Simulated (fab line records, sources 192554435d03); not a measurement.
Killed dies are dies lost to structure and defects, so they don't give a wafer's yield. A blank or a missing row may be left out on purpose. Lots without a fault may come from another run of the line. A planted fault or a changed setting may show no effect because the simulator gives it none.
fab line records | flow n5_finfet
record lots=24 wafers=72 last_day=18
route steps=1938 shown BEOL_M2@916 BEOL_M3@945
lots that met no fault: from a run of the same line without faults
start_h: hours from the record's first day to the start of the lot's first wafer shown | wait_h: hours since the lot's step before | " the same as in the row above | L1.1+2: a row that stands for several wafers | - no value, or no start given | * or withheld: withheld | < > ~ a bound
route shown NAME@n: a module of which the file shows steps, and the number in the route of the first | usual: mean/standard deviation of fault-free wafers | same: alike in all rows | chamber/n: place in a boat | sites: the reading at each site | _std_site: their standard deviation | _edge_site: outer sites' mean less inner sites' | radius_mm: how far each site lies from the wafer's centre | mask NAME#n: copy n | behind: the tool/chamber that last shaped the wafer | hold: why the lot was held/for how many hours/how that ended | device: the transistor (n, p or np) that didn't switch | end of line: the same wafers' tests at the end of the route | a step without rows: its recipe alone | killed: dies lost to structure and defects at the first sort, not the wafer's yield | map: a wafer's dies, x killed, . not, _ none there
set.NAME: the setting as run; set.NAME@STEP: as run at that earlier step | model.NAME: the simulator's own value behind a step, which no gauge read
steps of the route over a sample of lots; a table a step, a row a wafer
services: from which hour (start_h, from the record's first day; less than 0 if before it) a tool's chamber was out of use, for how many hours, and why
## steps
# step N5_BEOL_M2_SPUTTER_92
# recipe material=Cu target_thk_a=45 temp_c=-20 chamber_pressure_pa=0.07 power_w=withheld time_s=8.29
# usual throttle_valve_pct=30.1/1.1
# columns lot.wafer tool chamber start_h wait_h throttle_valve_pct
L074.1 pvd_sputter-01 - 145.66 0.1 30.7
L074.4 " - " " 28.5
L074.5 " - " " 31.4
L075.4 pvd_sputter-01 - 148.84 0.1 29.6
L075.5 " - " " 31.1
L075.6 " - " " 29.9
L076.2 pvd_sputter-01 - 154.76 0.1 29.7
L076.3 " - " " 28.6
L076.4 " - " " 31.1
L077.1 pvd_sputter-02 - 159.67 0.1 27.4
L077.2 " - " " 31.3
L077.4 " - " " 29.7
L078.1 pvd_sputter-02 - 161.67 0.1 29.9
L078.4 " - " " 31.2
L078.6 " - " " 29.7
L079.1 pvd_sputter-03 - 170.73 0.1 30.5
L079.3 " - " " 31.1
L079.6 " - " " 29.7
L080.3 pvd_sputter-01 - 173.94 0.1 31.6
L080.4 " - " " 31.6
L080.5 " - " " 31.0
L081.2 pvd_sputter-03 - 183.69 0.1 31.0
L081.3 " - " " 30.3
L081.5 " - " " 30.0
L082.3 pvd_sputter-02 - 191.94 0.1 29.8
L082.4 " - " " 30.9
L082.5 " - " " 27.6
L083.2 pvd_sputter-03 - 193.64 0.1 29.6
L083.5 " - " " 31.0
L083.6 " - " " 30.4
L084.2 pvd_sputter-01 - 199.85 0.1 31.4
L084.3 " - " " 28.4
L084.6 " - " " 31.0
L085.2 pvd_sputter-03 - 207.22 0.1 31.0
L085.5 " - " " 29.9
L085.6 " - " " 29.8
L086.1 pvd_sputter-03 - 210.38 0.1 30.1
L086.3 " - " " 31.0
L086.5 " - " " 30.5
L087.1 pvd_sputter-02 - 224.67 0.1 27.8
L087.5 " - " " 29.7
L087.6 " - " " 31.1
L088.1 pvd_sputter-03 - 230.71 0.1 31.1
L088.3 " - " " 29.9
L088.4 " - " " 29.8
L090.2 pvd_sputter-01 - 233.74 0.1 29.7
L090.3 " - " " 31.6
L090.5 " - " " 31.5
L089.1 pvd_sputter-02 - 233.91 0.1 29.7
L089.4 " - " " 31.0
L089.5 " - " " 29.8
L091.2 pvd_sputter-01 - 237.58 0.1 28.6
L091.3 " - " " 31.6
L091.6 " - " " 28.5
L092.1 pvd_sputter-03 - 250.82 0.1 29.8
L092.2 " - " " 31.2
L092.3 " - " " 29.9
L093.3 pvd_sputter-02 - 252.00 0.1 31.1
L093.4 " - " " 30.9
L093.6 " - " " 31.2
L094.1 pvd_sputter-02 - 258.18 0.1 29.9
L094.5 " - " " 27.8
L094.6 " - " " 31.1
L095.2 pvd_sputter-01 - 263.72 0.1 31.4
L095.3 " - " " 29.9
L095.4 " - " " 28.4
L096.2 pvd_sputter-02 - 268.28 0.1 27.8
L096.4 " - " " 30.9
L096.6 " - " " 29.6
L097.3 pvd_sputter-01 - 281.80 0.1 28.5
L097.5 " - " " 29.8
L097.6 " - " " 31.5
# step N5_BEOL_M2_SPUTTER_96
# recipe material=Cu target_thk_a=45 temp_c=-20 chamber_pressure_pa=0.07 power_w=withheld time_s=8.29
# usual throttle_valve_pct=30.1/1.1
# columns lot.wafer tool chamber start_h wait_h throttle_valve_pct
L074.1 pvd_sputter-01 - 146.10 0.1 31.1
L074.4 " - " " 28.4
L074.5 " - " " 31.6
L075.4 pvd_sputter-01 - 151.82 0.1 29.7
L075.5 " - " " 30.9
L075.6 " - " " 29.8
L076.2 pvd_sputter-01 - 155.20 0.1 29.9
L076.3 " - " " 28.6
L076.4 " - " " 30.8
L077.1 pvd_sputter-02 - 160.11 0.1 27.5
L077.2 " - " " 31.0
L077.4 " - " " 29.8
L078.1 pvd_sputter-02 - 162.11 0.1 29.6
L078.4 " - " " 31.0
L078.6 " - " " 29.7
L079.1 pvd_sputter-03 - 171.17 0.1 30.5
L079.3 " - " " 31.3
L079.6 " - " " 30.0
L080.3 pvd_sputter-01 - 174.38 0.1 31.5
L080.4 " - " " 31.2
L080.5 " - " " 30.9
L081.2 pvd_sputter-03 - 184.13 0.1 31.2
L081.3 " - " " 30.5
L081.5 " - " " 30.1
L082.3 pvd_sputter-02 - 192.38 0.1 29.7
L082.4 " - " " 31.3
L082.5 " - " " 27.9
L083.2 pvd_sputter-03 - 194.08 0.1 30.1
L083.5 " - " " 30.9
L083.6 " - " " 30.5
L084.2 pvd_sputter-01 - 200.29 0.1 31.6
L084.3 " - " " 28.4
L084.6 " - " " 30.9
L085.2 pvd_sputter-03 - 207.66 0.1 31.0
L085.5 " - " " 30.0
L085.6 " - " " 29.9
L086.1 pvd_sputter-03 - 210.82 0.1 29.8
L086.3 " - " " 31.1
L086.5 " - " " 30.9
L087.1 pvd_sputter-02 - 225.11 0.1 27.7
L087.5 " - " " 29.2
L087.6 " - " " 31.1
L088.1 pvd_sputter-03 - 231.15 0.1 31.0
L088.3 " - " " 29.9
L088.4 " - " " 29.8
L090.2 pvd_sputter-01 - 234.18 0.1 30.0
L090.3 " - " " 31.4
L090.5 " - " " 31.4
L089.1 pvd_sputter-02 - 234.35 0.1 29.8
L089.4 " - " " 31.2
L089.5 " - " " 29.6
L091.2 pvd_sputter-01 - 238.02 0.1 28.7
L091.3 " - " " 31.7
L091.6 " - " " 28.6
L092.1 pvd_sputter-03 - 251.26 0.1 29.7
L092.2 " - " " 31.1
L092.3 " - " " 30.0
L093.3 pvd_sputter-02 - 252.44 0.1 31.0
L093.4 " - " " 31.4
L093.6 " - " " 31.0
L094.1 pvd_sputter-02 - 258.62 0.1 29.8
L094.5 " - " " 27.7
L094.6 " - " " 31.2
L095.2 pvd_sputter-01 - 264.16 0.1 31.4
L095.3 " - " " 29.7
L095.4 " - " " 28.7
L096.2 pvd_sputter-02 - 268.72 0.1 27.7
L096.4 " - " " 30.9
L096.6 " - " " 29.8
L097.3 pvd_sputter-01 - 282.24 0.1 28.6
L097.5 " - " " 29.8
L097.6 " - " " 31.7
# step N5_BEOL_M2_INSPECT_59
# recipe inspect_instrument=darkfield mode=post_dep
# usual raw_defect_count=67/20
# columns lot.wafer tool chamber start_h wait_h raw_defect_count
L074.1 defect_inspect-01 - 147.17 0.0 72
L074.4 " - " " 52
L074.5 " - " " 73
L075.4 defect_inspect-01 - 153.03 0.0 63
L075.5 " - " " 77
L075.6 " - " " 90
L076.2 defect_inspect-02 - 156.28 0.0 64
L076.3 " - " " 51
L076.4 " - " " 52
L077.1 defect_inspect-01 - 161.20 0.0 125
L077.2 " - " " 89
L077.4 " - " " 95
L078.1 defect_inspect-02 - 163.18 0.0 56
L078.4 " - " " 64
L078.6 " - " " 62
L079.1 defect_inspect-02 - 172.24 0.0 117
L079.3 " - " " 63
L079.6 " - " " 82
L080.3 defect_inspect-02 - 175.71 0.0 48
L080.4 " - " " 38
L080.5 " - " " 65
L081.2 defect_inspect-01 - 185.21 0.0 111
L081.3 " - " " 76
L081.5 " - " " 57
L082.3 defect_inspect-02 - 193.45 0.0 38
L082.4 " - " " 75
L082.5 " - " " 68
L083.2 defect_inspect-02 - 195.16 0.0 48
L083.5 " - " " 84
L083.6 " - " " 62
L084.2 defect_inspect-02 - 201.36 0.0 64
L084.3 " - " " 60
L084.6 " - " " 59
L085.2 defect_inspect-02 - 208.78 0.0 83
L085.5 " - " " 84
L085.6 " - " " 75
L086.1 defect_inspect-01 - 211.90 0.0 64
L086.3 " - " " 100
L086.5 " - " " 85
L087.1 defect_inspect-02 - 226.18 0.0 36
L087.5 " - " " 88
L087.6 " - " " 42
L088.1 defect_inspect-01 - 232.31 0.0 76
L088.3 " - " " 51
L088.4 " - " " 58
L090.2 defect_inspect-02 - 235.31 0.0 62
L090.3 " - " " 58
L090.5 " - " " 55
L089.1 defect_inspect-01 - 235.58 0.0 79
L089.4 " - " " 89
L089.5 " - " " 121
L091.2 defect_inspect-01 - 239.12 0.0 67
L091.3 " - " " 51
L091.6 " - " " 54
L092.1 defect_inspect-02 - 252.37 0.0 45
L092.2 " - " " 63
L092.3 " - " " 53
L093.3 defect_inspect-02 - 253.54 0.0 71
L093.4 " - " " 73
L093.6 " - " " 89
L094.1 defect_inspect-02 - 259.98 0.3 63
L094.5 " - " " 99
L094.6 " - " " 61
L095.2 defect_inspect-02 - 265.32 0.0 43
L095.3 " - " " 72
L095.4 " - " " 59
L096.2 defect_inspect-02 - 270.08 0.0 102
L096.4 " - " " 79
L096.6 " - " " 64
L097.3 defect_inspect-01 - 283.48 0.0 48
L097.5 " - " " 57
L097.6 " - " " 75
# step N5_BEOL_M3_OVL_MEAS_12
# recipe points_per_wafer=522
# usual M3_OVL=-0.3/0.75
# columns lot.wafer tool chamber start_h wait_h M3_OVL[nm]
L074.1 overlay-02 0 150.96 0.0 -1.5
L074.4 " 0 " " -0.4
L074.5 " 0 " " -0.7
L075.4 overlay-02 0 155.97 0.0 0.1
L075.5 " 0 " " 0.2
L075.6 " 0 " " -0.3
L076.2 overlay-01 0 157.82 0.0 -0.5
L076.3 " 0 " " 0.0
L076.4 " 0 " " -0.9
L077.1 overlay-01 0 162.71 0.0 -0.4
L077.2 " 0 " " 0.0
L077.4 " 0 " " -0.5
L078.1 overlay-01 0 165.81 0.0 -1.4
L078.4 " 0 " " 0.4
L078.6 " 0 " " 0.1
L079.1 overlay-01 0 174.95 0.0 0.6
L079.3 " 0 " " 0.1
L079.6 " 0 " " -0.6
L080.3 overlay-02 0 176.62 0.0 0.8
L080.4 " 0 " " -1.0
L080.5 " 0 " " 0.0
L081.2 overlay-01 0 186.06 0.0 -0.4
L081.3 " 0 " " -1.4
L081.5 " 0 " " -0.8
L082.3 overlay-02 0 195.20 0.0 0.4
L082.4 " 0 " " -0.1
L082.5 " 0 " " -1.0
L083.2 overlay-01 0 196.27 0.0 0.6
L083.5 " 0 " " -0.4
L083.6 " 0 " " -0.5
L084.2 overlay-02 0 202.33 0.0 -0.5
L084.3 " 0 " " -0.1
L084.6 " 0 " " -0.6
L085.2 overlay-01 0 211.83 0.0 0.7
L085.5 " 0 " " 0.9
L085.6 " 0 " " 0.8
L086.1 overlay-01 0 213.05 0.0 -0.4
L086.3 " 0 " " -0.4
L086.5 " 0 " " 0.3
L087.1 overlay-02 0 228.26 0.0 0.0
L087.5 " 0 " " -0.5
L087.6 " 0 " " 0.4
L088.1 overlay-02 0 235.15 0.0 -1.4
L088.3 " 0 " " -1.5
L088.4 " 0 " " -1.4
L090.2 overlay-02 0 235.93 0.0 -0.4
L090.3 " 0 " " 0.3
L090.5 " 0 " " -0.5
L089.1 overlay-02 0 236.23 0.0 -0.8
L089.4 " 0 " " -0.4
L089.5 " 0 " " -0.4
L091.2 overlay-01 0 240.96 0.0 -0.6
L091.3 " 0 " " -1.8
L091.6 " 0 " " -0.6
L092.1 overlay-01 0 253.33 0.0 1.1
L092.2 " 0 " " 0.7
L092.3 " 0 " " 1.0
L093.3 overlay-01 0 256.17 0.0 -1.8
L093.4 " 0 " " 0.0
L093.6 " 0 " " -1.8
L094.1 overlay-01 0 261.43 0.0 -0.5
L094.5 " 0 " " 0.5
L094.6 " 0 " " 0.0
L095.2 overlay-02 0 266.49 0.0 0.7
L095.3 " 0 " " -0.4
L095.4 " 0 " " 0.3
L096.2 overlay-01 0 271.34 0.0 -0.2
L096.4 " 0 " " -0.3
L096.6 " 0 " " -0.8
L097.3 overlay-02 0 285.05 0.0 0.4
L097.5 " 0 " " 0.0
L097.6 " 0 " " 1.3
# step N5_BEOL_M3_CD_MEAS_28
# recipe target_cd_nm=25.7 landing_energy_ev=500 detector=se_inlens target_cd_y_nm=23.3 polarity=opening
# usual cd_nm=25.66/0.26
# columns lot.wafer tool chamber start_h wait_h cd_nm
L074.1 cd_sem-03 0 152.29 - 25.53
L074.4 " 0 " " 25.16
L074.5 " 0 " " 25.61
L075.4 cd_sem-03 0 157.07 - 25.94
L075.5 " 0 " " 25.56
L075.6 " 0 " " 25.90
L076.2 cd_sem-03 0 158.65 - 25.45
L076.3 " 0 " " 25.83
L076.4 " 0 " " 25.72
L077.1 cd_sem-03 0 163.73 - 25.79
L077.2 " 0 " " 25.61
L077.4 " 0 " " 25.57
L078.1 cd_sem-02 0 167.17 - 25.69
L078.4 " 0 " " 25.48
L078.6 " 0 " " 25.28
L079.1 cd_sem-02 0 175.91 - 25.08
L079.3 " 0 " " 25.70
L079.6 " 0 " " 25.86
L080.3 cd_sem-02 0 177.45 - 25.60
L080.4 " 0 " " 25.71
L080.5 " 0 " " 25.64
L081.2 cd_sem-02 0 187.02 - 25.38
L081.3 " 0 " " 25.34
L081.5 " 0 " " 25.85
L082.3 cd_sem-02 0 196.03 - 25.73
L082.4 " 0 " " 25.80
L082.5 " 0 " " 25.62
L083.2 cd_sem-03 0 197.21 - 25.62
L083.5 " 0 " " 26.13
L083.6 " 0 " " 25.55
L084.2 cd_sem-01 0 203.17 - 25.67
L084.3 " 0 " " 25.55
L084.6 " 0 " " 25.63
L085.2 cd_sem-02 0 212.67 - 25.82
L085.5 " 0 " " 25.46
L085.6 " 0 " " 25.82
L086.1 cd_sem-02 0 214.01 - 25.36
L086.3 " 0 " " 25.82
L086.5 " 0 " " 26.10
L087.1 cd_sem-02 0 229.24 - 25.39
L087.5 " 0 " " 26.11
L087.6 " 0 " " 25.40
L088.1 cd_sem-02 0 236.11 - 25.55
L088.3 " 0 " " 25.68
L088.4 " 0 " " 25.41
L090.2 cd_sem-02 0 236.82 - 25.66
L090.3 " 0 " " 25.46
L090.5 " 0 " " 25.62
L089.1 cd_sem-02 0 237.20 - 24.83
L089.4 " 0 " " 25.50
L089.5 " 0 " " 25.35
L091.2 cd_sem-02 0 241.86 - 25.78
L091.3 " 0 " " 25.36
L091.6 " 0 " " 25.64
L092.1 cd_sem-03 0 254.29 - 25.39
L092.2 " 0 " " 25.36
L092.3 " 0 " " 25.54
L093.3 cd_sem-01 0 257.20 - 25.42
L093.4 " 0 " " 25.64
L093.6 " 0 " " 25.83
L094.1 cd_sem-01 0 262.39 - 26.16
L094.5 " 0 " " 25.32
L094.6 " 0 " " 26.05
L095.2 cd_sem-03 0 267.46 - 25.79
L095.3 " 0 " " 25.31
L095.4 " 0 " " 25.38
L096.2 cd_sem-03 0 272.30 - 25.78
L096.4 " 0 " " 25.63
L096.6 " 0 " " 25.68
L097.3 cd_sem-02 0 286.01 - 25.67
L097.5 " 0 " " 26.14
L097.6 " 0 " " 25.77
# step N5_BEOL_M3_ANNEAL_93
# recipe temp_c=400 time_s=240 ambient=vacuum
# usual heater_power_w=838/60
# columns lot.wafer tool chamber start_h wait_h heater_power_w
L074.1 pvd_sputter-03 - 159.68 0.0 806
L074.4 " - " " 795
L074.5 " - " " 812
L075.4 pvd_sputter-03 - 164.82 0.0 809
L075.5 " - " " 818
L075.6 " - " " 871
L076.2 pvd_sputter-02 - 167.77 0.0 866
L076.3 " - " " 1030
L076.4 " - " " 798
L077.1 pvd_sputter-01 - 168.08 0.0 816
L077.2 " - " " 762
L077.4 " - " " 808
L078.1 pvd_sputter-02 - 171.07 0.0 883
L078.4 " - " " 815
L078.6 " - " " 1040
L079.1 pvd_sputter-01 - 180.92 0.0 788
L079.3 " - " " 844
L079.6 " - " " 785
L080.3 pvd_sputter-01 - 184.26 0.0 811
L080.4 " - " " 793
L080.5 " - " " 815
L081.2 pvd_sputter-01 - 192.06 0.0 781
L081.3 " - " " 816
L081.5 " - " " 795
L082.3 pvd_sputter-02 - 203.71 0.0 846
L082.4 " - " " 1038
L082.5 " - " " 1044
L083.2 pvd_sputter-02 - 209.95 0.0 832
L083.5 " - " " 823
L083.6 " - " " 1019
L084.2 pvd_sputter-02 - 214.25 0.0 998
L084.3 " - " " 836
L084.6 " - " " 872
L085.2 pvd_sputter-03 - 217.44 0.0 880
L085.5 " - " " 804
L085.6 " - " " 800
L086.1 pvd_sputter-03 - 221.24 0.0 806
L086.3 " - " " 835
L086.5 " - " " 876
L087.1 pvd_sputter-02 - 237.28 0.0 906
L087.5 " - " " 874
L087.6 " - " " 847
L090.2 pvd_sputter-01 - 246.88 0.0 784
L090.3 " - " " 848
L090.5 " - " " 783
L088.1 pvd_sputter-01 - 248.72 0.0 784
L088.3 " - " " 820
L088.4 " - " " 792
L089.1 pvd_sputter-01 - 251.84 0.0 841
L089.4 " - " " 815
L089.5 " - " " 827
L091.2 pvd_sputter-03 - 254.78 0.0 809
L091.3 " - " " 865
L091.6 " - " " 897
L092.1 pvd_sputter-01 - 258.23 0.0 813
L092.2 " - " " 773
L092.3 " - " " 818
L093.3 pvd_sputter-03 - 265.36 0.0 821
L093.4 " - " " 891
L093.6 " - " " 805
L094.1 pvd_sputter-03 - 268.38 0.0 797
L094.5 " - " " 870
L094.6 " - " " 823
L095.2 pvd_sputter-03 - 279.80 0.0 832
L095.3 " - " " 875
L095.4 " - " " 797
L096.2 pvd_sputter-01 - 295.40 0.0 779
L096.4 " - " " 852
L096.6 " - " " 777
L097.3 pvd_sputter-03 - 300.82 0.0 808
L097.5 " - " " 823
L097.6 " - " " 885
## services
# columns tool chamber start_h hours kind
pvd_sputter-02 - 279.52 3.8 repair
## key
fault none
